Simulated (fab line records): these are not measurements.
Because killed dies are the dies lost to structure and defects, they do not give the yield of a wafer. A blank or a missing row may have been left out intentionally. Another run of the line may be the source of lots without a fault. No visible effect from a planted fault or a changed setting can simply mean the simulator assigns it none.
The tool behind it: which one? ; flow n5-finfet ; route of 1938 steps, sampled at 1 step: 9 lots, 27 wafers

== WHAT THE GAUGES READ, wafer by wafer ==
N5_BEOL_M3_OVL_MEAS_12.
lot;measured;on;M3_OVL (nm)
L866;day 7 14:42;overlay-02;-1.0 -0.1 0.4
L867;day 7 18:08;overlay-01;0.3 0.0 0.9
L871;day 9 03:20;overlay-02;-0.6 1.1 1.2
L879;day 11 05:14;overlay-01;-0.2 0.2 -0.6
L878;day 11 08:07;overlay-01;-0.1 0.1 -0.1
L882;day 11 12:50;overlay-01;0.1 1.1 -0.1
L886;day 13 10:54;overlay-01;-0.5 0.7 -0.2
L887;day 13 23:44;overlay-01;-0.1 -1.0 0.2
L888;day 14 05:05;overlay-02;0.5 -0.4 0.8

== WHAT TOOL EACH LOT RAN ON (gives the tool, then ch and the chambers of the sampled wafers, and finally the start) ==
The record holds no process step before these readings.

== THE ANSWER, worked out from the rows above alone ==
Rule: what is usual is taken from the lots themselves. The widest of any qualifying gaps counts: lots, ordered by their means at a reading, are off when they make up no more than a third of the lots, leave a main group of 4 or more, and stand apart from it by 3 or more times the standard deviation of that group's means. A main group is skipped when, at the precision printed for the reading in the tables above, its means are all equal. A lot without any number at a reading at which 4 lots or more have one is off too. The other lots that the step has rows for count as sound.
No lot is off at any reading shown: from this, nothing can be told.

== WHAT THE SIMULATOR HAD PUT IN ==
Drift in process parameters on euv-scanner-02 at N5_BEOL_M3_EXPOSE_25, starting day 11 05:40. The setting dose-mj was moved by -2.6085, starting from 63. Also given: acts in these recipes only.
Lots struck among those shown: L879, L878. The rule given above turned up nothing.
